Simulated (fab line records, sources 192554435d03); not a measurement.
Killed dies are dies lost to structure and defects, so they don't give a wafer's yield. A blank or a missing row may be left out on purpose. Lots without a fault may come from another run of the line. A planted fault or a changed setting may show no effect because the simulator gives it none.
A struck lot beside a sound one | flow n5_finfet | 14 steps out of a route of 1938
Sound: wafers L220.1, L220.3, L220.5. Struck: wafers L212.1, L212.3, L212.4. The cause comes at the end.
At each step with rows: each side's tool, then ch and its chambers, then its first start. Under that, the readings that differ: sound wafers | struck wafers | difference of the means | sigmas: that difference in standard deviations of wafers without a fault.
alike: readings whose means differ by less than 2 such deviations, and words and numbers that are the same on both sides. not compared: withheld readings, readings that some wafer has no value for, bounds like >300 that may hide the same value, and numbers for which the record gives no deviation and whose values overlap.
The two part at a step that has a row with sigmas, a row that says differs or no value, or rows on one side only. Numbers that don't overlap but have no deviation are shown without sigmas and don't part them. A reading that every wafer of one side lacks parts them only if that side has two wafers or more.

first, 5 steps without rows for these wafers: N5_PASSIVATION_SOFTBAKE_05 (time 90 s); N5_PASSIVATION_EXPOSE_07 (exposes mask TV, defocus 0 nm, target cd 3000 nm); N5_PASSIVATION_PEB_08; N5_PASSIVATION_DEVELOP_09 (develop time 60 s); N5_PASSIVATION_HARDBAKE_11 (time 120 s).
N5_PASSIVATION_CD_MEAS_10: target cd 3000 nm.
  sound on cd_sem-02 ch 0, day 16 13:52; struck on cd_sem-02 ch 0, day 14 08:29
  alike: cd_nm
N5_PASSIVATION_OVL_MEAS_60:
  sound on overlay-01 ch 0, day 16 13:54; struck on overlay-02 ch 0, day 14 08:31
  alike: TV_OVL
N5_PASSIVATION_INSPECT_61: inspects for defects (macro).
  sound on defect_inspect-01, day 16 13:55; struck on defect_inspect-01, day 14 08:33
  alike: raw_defect_count
N5_PASSIVATION_DESCUM_12: chemistry O2, time 7.9 s.
  sound on rie_diel-02 ch 1,3, day 16 14:13; struck on rie_diel-02 ch 1,2, day 14 08:44
  alike: drypump_motor_current_A, oes_product_au, rf_vpp_V, showerhead_plenum_p_Torr, throttle_valve_pct
  not compared: rf_hours_counter_h
N5_PASSIVATION_PASS_ETCH_74: etches SiNx in CF4/O2, target depth 220 nm, time 110 s.
  sound on rie_diel-02 ch 1,3, day 16 14:17; struck on rie_diel-02 ch 1,2, day 14 08:49
  alike: bias_w, drypump_motor_current_A, oes_ar_750_au, oes_product_au, rf_vpp_V, showerhead_plenum_p_Torr, throttle_valve_pct
  not compared: rf_hours_counter_h
N5_PASSIVATION_VIA_ETCH_13: etches SiO2 in CHF3/O2, target depth 660 nm, time 330 s.
  sound on rie_diel-02 ch 1,3, day 16 14:22; struck on rie_diel-02 ch 1,2, day 14 08:54
  alike: bias_w, drypump_motor_current_A, etch_rf_on_time_s, oes_ar_750_au, oes_product_au, rf_vpp_V, showerhead_plenum_p_Torr, throttle_valve_pct
  not compared: rf_hours_counter_h
N5_PASSIVATION_STRIP_14: strips in O2.
  sound on rie_diel-02 ch 1,3, day 16 14:34; struck on rie_diel-02 ch 1,2, day 14 09:06
  alike: drypump_motor_current_A, oes_product_au, rf_vpp_V, showerhead_plenum_p_Torr, throttle_valve_pct
  not compared: rf_hours_counter_h
N5_PASSIVATION_ETCH_15: etches SiCN in CF4/N2, target depth 75 nm, time 81.2 s.
  sound on rie_diel-02 ch 1,3, day 16 14:36; struck on rie_diel-02 ch 1,2, day 14 09:08
  reading                  | sound             | struck            | difference | sigmas
  bias_w (W)               | 69.94 69.75 69.75 | 82.78 82.74 82.36 | +12.81     | +56
  rf_vpp_V (V)             | 382.0 380.3 382.4 | 423.3 424.8 425.2 | +42.9      | +27
  model.etch.depth_nm (nm) | 62.39 65.22 62.83 | 67.61 67.01 66.53 | +3.57      |
  alike: drypump_motor_current_A, n2_flow_sccm, oes_product_au, showerhead_plenum_p_Torr, throttle_valve_pct
  not compared: rf_hours_counter_h
then, 1 step without rows for these wafers: N5_PASSIVATION_STRIP_73 (strips in post etch residue remover, time 60 s).

WHERE THEY PART
Only at N5_PASSIVATION_ETCH_15, within this record.

WHY: what the simulator had put in
Process parameter drift: rie_diel-02, from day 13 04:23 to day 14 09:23, at N5_PASSIVATION_ETCH_15. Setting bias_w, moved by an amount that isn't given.
